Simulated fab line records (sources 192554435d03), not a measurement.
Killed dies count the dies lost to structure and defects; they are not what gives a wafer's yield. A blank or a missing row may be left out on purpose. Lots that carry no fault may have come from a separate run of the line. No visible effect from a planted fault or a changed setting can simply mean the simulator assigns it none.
Problem report in the 8D (eight disciplines) form, filled by code | flow n5 finfet | the parts of the form that need people (team, actions taken, sign-off) are left out

1. WHAT IS WRONG
Mean of mfc cl2 sccm at N5_MIM_TOP_ETCH_ETCH_00: 35.71 sccm across 3 wafers in 2 lots; on wafers with no fault it is 53.30 sccm (standard deviation 0.16). That is -99 or more standard deviations from the usual mean.
The step: etches TiN in Cl2/BCl3, target depth 38.5 nm.
Seen first at day 15 11:20 on rie metal-02, wafer L709.3. Wafers with a number at this step in the record: 31, from 11 lots. Rule for "out", or "out of limits": more than 4 standard deviations from the usual mean. The other wafers with a number count as sound.

2. WHAT IT IS, AND WHAT IT ISN'T
question                    | is                               | is not
which readings at this step | mfc cl2 sccm, throttle valve pct | drypump motor current A, oes product au
which lots                  | L709, L712                       | L696, L697, L698, L699, L701, L705, L715, L716, L718
which wafers of those lots  | L709.3, L709.5, L712.4           | L709.1, L712.2, L712.3
read on which tools         | rie metal-02                     | rie metal-01, rie metal-03
when                        | from day 15 11:20                | up to then (18 sound wafers); but 10 sound wafers of L712, L715, L716, L718 came after

3. WHAT RULES OUT EACH SUSPECT
Counting: if a tool at a process step up to the reading ran every lot that is out, it stays a suspect. Sound lots after the first of them don't rule it out here, since some wafers of a struck lot are sound.
- rie metal-02 at N5_MIM_TOP_ETCH_ETCH_00 (etches TiN in Cl2/BCl3, target depth 38.5 nm): kept. Ran every lot that is out, first one L709 (day 15 11:20); last sound lot up to then L705 (day 14 10:00). On those wafers its own readings are out: mfc cl2 sccm, throttle valve pct.
- Within rie metal-02 at N5_MIM_TOP_ETCH_ETCH_00: the wafers that are out ran in chamber 0; their sound lot-mates ran in chamber 1.
The count leaves rie metal-02 at N5_MIM_TOP_ETCH_ETCH_00.

4. THE CAUSE (what the simulator had put in)
rie metal-02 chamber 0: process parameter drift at N5_MIM_TOP_ETCH_ETCH_00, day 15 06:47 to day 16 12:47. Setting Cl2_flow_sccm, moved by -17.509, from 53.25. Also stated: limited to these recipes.
Counting left only this tool.

5. THE CHAIN OF EFFECTS, in route order
Each row: a reading where the mean over the struck wafers with a number is more than 3 standard deviations away from the usual. Only readings for which the record gives a usual standard deviation are gone through. hours: the time from each lot's start at the first step in this table that gives one to its start at this step, as a median over the lots. sigmas: the change in usual standard deviations.
hours | step                    | reading            | usual      | on struck wafers | change | sigmas
0     | N5_MIM_TOP_ETCH_ETCH_00 | mfc cl2 sccm       | 53.30 sccm | 35.71            | -17.59 | -99 or more
0     | N5_MIM_TOP_ETCH_ETCH_00 | throttle valve pct | 22.53 %    | 20.33            | -2.20  | -24
The process steps in it:
- N5_MIM_TOP_ETCH_ETCH_00: etches TiN in Cl2/BCl3, target depth 38.5 nm.

6. HOW IT WOULD HAVE BEEN CAUGHT EARLIER
In this record the first reading out of limits was taken at day 15 11:20, 5 hours after the fault began at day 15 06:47.
